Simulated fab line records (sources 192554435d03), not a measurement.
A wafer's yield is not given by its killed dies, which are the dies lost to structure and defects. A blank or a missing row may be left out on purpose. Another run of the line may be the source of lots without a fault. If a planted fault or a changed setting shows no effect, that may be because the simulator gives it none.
fab line records | flow n5-finfet
[record] lots = 11 | wafers = 33 | last-day = 18
route steps=1938 shown BEOL_M5@1188 BEOL_M6@1194
lots untouched by any fault: they come from a run of this same line in which no faults occurred
start-h: hours from the record's first day to the start of the lot's first wafer shown | wait-h: hours from the lot's prior step to this one | " same as the row above | L1.1+2: one row covering several wafers at once | - no value, or no start was given | * or withheld: withheld | < > ~ a bound
route shown NAME@n: names a module that has steps shown in the file, with the first one's number in the route | usual: mean/standard deviation of fault-free wafers | same: alike in all rows | chamber/n: place in a boat | sites: each site's reading | _std_site: the values' standard deviation | _edge_site: inner sites' mean taken away from outer sites' mean | radius-mm: how far each site lies from the wafer's centre | mask NAME#n: copy n | behind: the most recent tool/chamber to have shaped the wafer | hold: why the lot was held/for how many hours/how that ended | device: names the non-switching transistor (n, p or np) | end of line: tests run on the same wafers once the route is complete | where a step has no rows: the recipe by itself | killed: the dies lost at the first sort to structure and to defects; this is not the yield of the wafer | map: shows each die of a wafer: x if killed, . if not, _ if none is there
set.NAME: setting as actually run; set.NAME@STEP: the setting as run at that earlier step | model.NAME: the simulator's own value behind a step, which no gauge read
the route's steps for a sample of lots (tables are steps, rows are wafers)
services: a tool's chamber out of use, with start hour (start-h, from the record's first day; less than 0 if before it), hours out, and reason
[[steps]]
[step N5_BEOL_M5_PRE_CLEAN_77]
[recipe] gas = NH3/H2 | time-s = 15 | temp-c = * | rf-power-w = 300
[usual] heater-power-w = 85/17
lot.wafer | tool      | chamber | start-h | wait-h | heater-power-w
L102.4    | cvd-co-02 | 1       | 191.07  | 0.1    | 99
L102.5    | "         | 2       | "       | "      | 66
L102.6    | "         | 0       | "       | "      | 113
L103.2    | cvd-co-01 | 2       | 198.03  | 0.0    | 73
L103.4    | "         | 1       | "       | "      | 82
L103.6    | "         | 0       | "       | "      | 72
L107.3    | cvd-co-02 | 1       | 225.85  | 0.0    | 99
L107.4    | "         | 1       | "       | "      | 98
L107.5    | "         | 2       | "       | "      | 64
L110.1    | cvd-co-01 | 2       | 239.38  | 0.0    | 71
L110.3    | "         | 1       | "       | "      | 81
L110.5    | "         | 0       | "       | "      | 74
L115.3    | cvd-co-02 | 1       | 259.11  | 0.0    | 99
L115.4    | "         | 1       | "       | "      | 98
L115.5    | "         | 2       | "       | "      | 67
L114.3    | cvd-co-01 | 1       | 264.88  | 0.0    | 81
L114.4    | "         | 2       | "       | "      | 72
L114.5    | "         | 0       | "       | "      | 73
L118.3    | cvd-co-01 | 2       | 293.32  | 0.0    | 74
L118.4    | "         | 1       | "       | "      | 81
L118.5    | "         | 2       | "       | "      | 71
L119.1    | cvd-co-02 | 1       | 300.19  | 0.0    | 101
L119.2    | "         | 2       | "       | "      | 65
L119.3    | "         | 0       | "       | "      | 114
L125.2    | cvd-co-02 | 2       | 323.91  | 0.0    | 65
L125.4    | "         | 0       | "       | "      | 110
L125.5    | "         | 1       | "       | "      | 101
L124.1    | cvd-co-01 | 2       | 325.68  | 0.0    | 73
L124.2    | "         | 1       | "       | "      | 81
L124.4    | "         | 2       | "       | "      | 70
L123.2    | cvd-co-02 | 1       | 326.64  | 0.0    | 104
L123.3    | "         | 1       | "       | "      | 104
L123.4    | "         | 2       | "       | "      | 67
[step N5_BEOL_M6_ILD_DEP_00]
[recipe] material = SiCOH_lowk | target-thk-a = 1797.5 | temp-c = 300 | precursor = DEMS/porogen | pressure-torr = 5 | rf-w = 500 | time-s = 33.4
[usual] heater-power-w = 303/63 | showerhead-plenum-p-Torr = 5.739/0.016 | throttle-valve-pct = 13.7/0.49
lot.wafer | tool     | chamber | start-h | wait-h | heater-power-w | showerhead-plenum-p-Torr | throttle-valve-pct
L102.4    | pecvd-04 | 2       | 191.39  | 0.1    | 239            | 5.715                    | 13.3
L102.5    | "        | 1       | "       | "      | 316            | 5.750                    | 14.2
L102.6    | "        | 0       | "       | "      | 291            | 5.724                    | 13.9
L103.2    | pecvd-01 | 2       | 198.31  | 0.0    | 379            | 5.719                    | 13.9
L103.4    | "        | 1       | "       | "      | 385            | 5.755                    | 14.2
L103.6    | "        | 0       | "       | "      | 331            | 5.787                    | 12.8
L107.3    | pecvd-04 | 2       | 226.16  | 0.0    | 242            | 5.730                    | 13.3
L107.4    | "        | 0       | "       | "      | 319            | 5.725                    | 13.8
L107.5    | "        | 2       | "       | "      | 237            | 5.743                    | 13.4
L110.1    | pecvd-04 | 1       | 239.67  | 0.0    | 291            | 5.740                    | 13.8
L110.3    | "        | 0       | "       | "      | 322            | 5.724                    | 13.9
L110.5    | "        | 2       | "       | "      | 240            | 5.734                    | 13.6
L115.3    | pecvd-04 | 0       | 259.40  | 0.0    | 314            | 5.704                    | 13.8
L115.4    | "        | 0       | "       | "      | 312            | 5.738                    | 13.9
L115.5    | "        | 2       | "       | "      | 227            | 5.730                    | 13.7
L114.3    | pecvd-03 | 0       | 265.17  | 0.0    | 254            | 5.755                    | 13.1
L114.4    | "        | 1       | "       | "      | 303            | 5.746                    | 14.4
L114.5    | "        | 2       | "       | "      | 426            | 5.763                    | 13.0
L118.3    | pecvd-03 | 0       | 293.61  | 0.0    | 261            | 5.744                    | 13.3
L118.4    | "        | 0       | "       | "      | 262            | 5.767                    | 12.9
L118.5    | "        | 1       | "       | "      | 265            | 5.750                    | 14.4
L119.1    | pecvd-04 | 0       | 300.48  | 0.0    | 265            | 5.722                    | 14.0
L119.2    | "        | 2       | "       | "      | 241            | 5.741                    | 13.6
L119.3    | "        | 1       | "       | "      | 307            | 5.743                    | 13.9
L125.2    | pecvd-04 | 2       | 324.19  | 0.0    | 239            | 5.739                    | 13.6
L125.4    | "        | 1       | "       | "      | 312            | 5.751                    | 14.1
L125.5    | "        | 2       | "       | "      | 235            | 5.735                    | 13.3
L124.1    | pecvd-04 | 2       | 325.96  | 0.0    | 239            | 5.727                    | 13.7
L124.2    | "        | 0       | "       | "      | 331            | 5.738                    | 14.0
L124.4    | "        | 2       | "       | "      | 182            | 5.718                    | 13.5
L123.2    | pecvd-01 | 2       | 327.02  | 0.0    | 356            | 5.714                    | 12.9
L123.3    | "        | 1       | "       | "      | 346            | 5.751                    | 14.2
L123.4    | "        | 2       | "       | "      | 358            | 5.728                    | 12.7
[step N5_BEOL_M6_ETCH_62]
[recipe] chemistry = N2/H2 | target = SOC | target-depth-a = 1100 | overetch-a = 220 | mask-material = SiARC | temp-c = 40 | time-s = 165 | ion-energy-ev = 200 | pressure-mtorr = 30 | source-w = 840 | bias-w = 150 | n2-flow-sccm = 200 | h2-flow-sccm = 200
[usual] drypump-motor-current-A = 5.5/0.44 | h2-flow-sccm = 200.0/0.53 | oes-product-au = 0.67/0.046 | rf-vpp-V = 523.9/2 | showerhead-plenum-p-Torr = 2.54/0.072 | throttle-valve-pct = 17.80/0.28
lot.wafer | tool        | chamber | start-h | wait-h | drypump-motor-current-A | h2-flow-sccm | oes-product-au | rf-hours-counter-h | rf-vpp-V | showerhead-plenum-p-Torr | throttle-valve-pct
L102.4    | rie-diel-06 | 0       | 193.08  | 0.0    | 6.2                     | 200.5        | 0.73           | 41                 | 521.5    | 2.48                     | 17.77
L102.5    | "           | 2       | "       | "      | 5.5                     | 200.0        | 0.70           | -                  | 521.8    | 2.45                     | 17.67
L102.6    | "           | 1       | "       | "      | 4.9                     | 199.4        | 0.63           | -                  | 522.5    | 2.42                     | 17.87
L103.2    | rie-diel-02 | 2       | 200.16  | 0.0    | 5.1                     | 199.8        | 0.75           | 35                 | 522.1    | 2.49                     | 18.10
L103.4    | "           | 0       | "       | "      | 5.4                     | 199.1        | 0.61           | 161                | 523.4    | 2.54                     | 18.03
L103.6    | "           | 2       | "       | "      | 5.1                     | 199.8        | 0.75           | -                  | 523.5    | 2.49                     | 18.12
L107.3    | rie-diel-03 | 3       | 229.92  | 0.0    | 6.0                     | 200.6        | 0.62           | 150                | 523.3    | 2.54                     | 17.73
L107.4    | "           | 2       | "       | "      | 5.6                     | 200.9        | 0.72           | 48                 | 527.5    | 2.58                     | 17.32
L107.5    | "           | 0       | "       | "      | 5.5                     | 199.6        | 0.69           | -                  | 528.2    | 2.67                     | 17.26
L110.1    | rie-diel-02 | 2       | 241.29  | 0.0    | 5.2                     | 199.8        | 0.85           | 51                 | 521.5    | 2.49                     | 18.15
L110.3    | "           | 3       | "       | "      | 5.4                     | 199.6        | 0.64           | 168                | 526.3    | 2.64                     | 17.82
L110.5    | "           | 1       | "       | "      | 5.1                     | 200.0        | 0.81           | -                  | 523.8    | 2.48                     | 17.90
L115.3    | rie-diel-03 | 3       | 263.11  | 0.0    | 6.0                     | 200.3        | 0.62           | 162                | 523.4    | 2.53                     | 17.75
L115.4    | "           | 2       | "       | "      | 5.6                     | 199.1        | 0.70           | 60                 | 525.7    | 2.57                     | 17.32
L115.5    | "           | 3       | "       | "      | 6.0                     | 200.1        | 0.62           | -                  | 522.6    | 2.53                     | 17.74
L114.3    | rie-diel-03 | 2       | 267.54  | 0.0    | 5.6                     | 199.2        | 0.70           | 61                 | 524.4    | 2.57                     | 17.32
L114.4    | "           | 3       | "       | "      | 6.0                     | 200.1        | 0.62           | 163                | 524.5    | 2.53                     | 17.75
L114.5    | "           | 1       | "       | "      | 6.1                     | 200.2        | 0.73           | -                  | 523.9    | 2.58                     | 17.59
L118.3    | rie-diel-06 | 2       | 295.32  | 0.0    | 5.5                     | 200.5        | 0.67           | 134                | 520.6    | 2.44                     | 17.71
L118.4    | "           | 3       | "       | "      | 6.6                     | 199.9        | 0.65           | 128                | 523.7    | 2.56                     | 18.14
L118.5    | "           | 0       | "       | "      | 6.2                     | 200.2        | 0.69           | -                  | 522.9    | 2.47                     | 17.84
L119.1    | rie-diel-06 | 0       | 303.41  | 0.0    | 6.2                     | 200.0        | 0.69           | 77                 | 522.1    | 2.46                     | 17.82
L119.2    | "           | 2       | "       | "      | 5.4                     | 200.4        | 0.67           | 137                | 523.5    | 2.44                     | 17.72
L119.3    | "           | 1       | "       | "      | 4.8                     | 199.4        | 0.61           | 206                | 518.7    | 2.40                     | 17.93
L125.2    | rie-diel-03 | 3       | 326.87  | 0.0    | 6.0                     | 199.5        | 0.60           | 181                | 523.8    | 2.52                     | 17.79
L125.4    | "           | 1       | "       | "      | 6.2                     | 199.9        | 0.70           | 93                 | 524.2    | 2.57                     | 17.61
L125.5    | "           | 2       | "       | "      | 5.6                     | 199.2        | 0.68           | -                  | 525.5    | 2.56                     | 17.35
L124.1    | rie-diel-02 | 1       | 329.56  | 0.0    | 5.1                     | 199.9        | 0.67           | 93                 | 521.1    | 2.46                     | 17.94
L124.2    | "           | 3       | "       | "      | 5.4                     | 200.2        | 0.62           | 197                | 527.5    | 2.63                     | 17.89
L124.4    | "           | 0       | "       | "      | 5.4                     | 200.1        | 0.59           | 207                | 523.0    | 2.52                     | 18.12
L123.2    | rie-diel-02 | 2       | 329.86  | 0.0    | 5.1                     | 200.5        | 0.70           | 82                 | 521.5    | 2.47                     | 18.18
L123.3    | "           | 0       | "       | "      | 5.4                     | 199.3        | 0.59           | 207                | 524.1    | 2.52                     | 18.11
L123.4    | "           | 1       | "       | "      | 5.0                     | 200.2        | 0.67           | 93                 | 520.6    | 2.46                     | 17.93
[step N5_BEOL_M6_CD_MEAS_18]
[recipe] pitch-nm = 80 | target-cd-nm = 40
[usual] cd-nm = 40.1/0.58
lot.wafer | tool      | chamber | start-h | wait-h | cd-nm
L102.4    | cd-sem-01 | -       | 193.45  | 0.1    | 40.7
L102.5    | "         | -       | "       | "      | 40.6
L102.6    | "         | -       | "       | "      | 40.7
L103.2    | cd-sem-03 | -       | 200.77  | 0.1    | 40.2
L103.4    | "         | -       | "       | "      | 39.5
L103.6    | "         | -       | "       | "      | 40.1
L107.3    | cd-sem-02 | -       | 230.29  | 0.1    | 40.5
L107.4    | "         | -       | "       | "      | 40.3
L107.5    | "         | -       | "       | "      | 38.6
L110.1    | cd-sem-03 | -       | 241.66  | 0.0    | 39.9
L110.3    | "         | -       | "       | "      | 39.2
L110.5    | "         | -       | "       | "      | 40.7
L115.3    | cd-sem-01 | -       | 263.48  | 0.1    | 40.4
L115.4    | "         | -       | "       | "      | 41.1
L115.5    | "         | -       | "       | "      | 40.3
L114.3    | cd-sem-02 | -       | 267.91  | 0.1    | 40.0
L114.4    | "         | -       | "       | "      | 40.2
L114.5    | "         | -       | "       | "      | 40.6
L118.3    | cd-sem-01 | -       | 295.69  | 0.1    | 40.2
L118.4    | "         | -       | "       | "      | 41.1
L118.5    | "         | -       | "       | "      | 40.4
L119.1    | cd-sem-01 | -       | 303.86  | 0.0    | 41.4
L119.2    | "         | -       | "       | "      | 41.3
L119.3    | "         | -       | "       | "      | 39.9
L125.2    | cd-sem-03 | -       | 327.24  | 0.1    | 41.6
L125.4    | "         | -       | "       | "      | 41.0
L125.5    | "         | -       | "       | "      | 40.0
L124.1    | cd-sem-02 | -       | 329.94  | 0.0    | 39.5
L124.2    | "         | -       | "       | "      | 40.1
L124.4    | "         | -       | "       | "      | 39.9
L123.2    | cd-sem-02 | -       | 330.24  | 0.1    | 40.6
L123.3    | "         | -       | "       | "      | 40.4
L123.4    | "         | -       | "       | "      | 40.9
[[services]]
tool        | chamber | start-h | hours | kind
cvd-co-01   | 2       | 169.77  | 3.3   | repair
pecvd-01    | 2       | 190.23  | 2.3   | repair
pecvd-01    | 2       | 192.53  | 5.5   | scheduled-down
pecvd-04    | -       | 195.44  | 5.5   | pm
pecvd-01    | 2       | 202.38  | -     | clean
pecvd-01    | 2       | 202.38  | -     | consumable-replace:showerhead
pecvd-01    | 2       | 202.38  | 29.0  | scheduled-down
pecvd-01    | 2       | 202.38  | 29.0  | vent-cycle
cvd-co-02   | -       | 216.98  | 2.8   | pm
pecvd-04    | 0       | 217.44  | 5.5   | scheduled-down
rie-diel-06 | 3       | 237.05  | 5.0   | repair
pecvd-03    | 2       | 248.24  | -     | calibration
pecvd-01    | -       | 255.43  | 0.8   | repair
pecvd-03    | 0       | 272.97  | 3.5   | repair
cvd-co-02   | 0       | 291.54  | 3.8   | repair
pecvd-04    | -       | 307.35  | 2.8   | pm
rie-diel-03 | 3       | 307.60  | 7.1   | repair
cvd-co-01   | -       | 317.82  | 7.0   | repair
pecvd-03    | 1       | 319.66  | 12.4  | repair
cvd-co-02   | 0       | 326.09  | 5.1   | repair
[[key]]
[first-sign] step = N5_BEOL_M6_ETCH_62 | reading = oes-product-au | direction = up | sigmas = 3.4 | usual = 0.67 | struck = 0.83
effect none on later readings
met-at N5_BEOL_M6_ETCH_62
struck-lots L110
struck-wafers L110.1,L110.5
not-acting-at N5_BEOL_M5_PRE_CLEAN_77,N5_BEOL_M6_ILD_DEP_00,N5_BEOL_M6_CD_MEAS_18
onset-between 200.16 241.29
[fault] kind = process-parameter-drift | tool = rie-diel-02 | chamber = - | onset-h = 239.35 | steps = N5_BEOL_M6_ETCH_62 | channel = time-s | offset = * | shape = step | end-h = 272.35 | scope = struck-wafers-only | acts-in = * | stated = *
